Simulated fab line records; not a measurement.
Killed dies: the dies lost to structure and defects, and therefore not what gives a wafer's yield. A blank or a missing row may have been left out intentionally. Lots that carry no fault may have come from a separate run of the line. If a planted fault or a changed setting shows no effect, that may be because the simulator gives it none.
2 desks looking at one fault ; flow n5Finfet ; what lay behind the numbers comes last; until then each desk has only its own

## THE METROLOGY DESK
Lot by lot, what the gauges showed, no matter which tool ran the lot: averages of those sampled wafers that carry a number. Any lot whose mean is over 4 standard deviations away from the usual mean is out of limits and marked OUT; that distance is given in the brackets.
Columns: A = GATE_CUT_OVL at N5_GATE_CUT_OVL_MEAS_14, usual 0.4 nm
lot;first seen here;A
L649;day 4 11:35;-0.2
L650;day 4 14:56;0.6
L652;day 5 12:20;0.7
L653;day 5 20:55;0.1
L654;day 5 21:52;0.5
L655;day 6 00:15;-0.3
L657;day 6 12:02;-0.1
L660;day 7 14:08;0.4
L667;day 9 04:58;0.4
L669;day 9 15:12;-0.2
L671;day 10 01:46;0.4
L672;day 10 04:21;0.0
Finding of this desk: none of the 12 lots has anything out of limits.

## TOOL OWNER'S DESK, euvScanner-02
The tool's own readings at N5_GATE_CUT_EXPOSE_10 (exposes mask GATE CUT, target cd 20 nm): means of the sampled wafers that have a number, for each lot that ran on this tool. Any lot whose mean is over 4 standard deviations away from the usual mean is out of limits and marked OUT; that distance is given in the brackets.
Columns: A = exposureDoseMJCm2 at N5_GATE_CUT_EXPOSE_10, usual 43.16; B = focusOffsetNm at N5_GATE_CUT_EXPOSE_10, usual 0.0 nm
lot;first seen here;A;B
L649;day 4 11:25;43.16;0.3
L650;day 4 14:46;43.19;0.6
L653;day 5 20:44;43.24;-0.8
L654;day 5 21:42;43.24;-0.7
L655;day 6 00:05;43.21;-0.5
L660;day 7 13:59;43.20;0.0
L671;day 10 01:37;43.18;0.6
Finding of this desk: none of the 7 lots has anything out of limits.

## BROUGHT TOGETHER
At the metrology desk, nothing out of limits was observed.
The tool owner's desk saw nothing out of limits.

## WHAT THE SIMULATOR HAD PUT IN
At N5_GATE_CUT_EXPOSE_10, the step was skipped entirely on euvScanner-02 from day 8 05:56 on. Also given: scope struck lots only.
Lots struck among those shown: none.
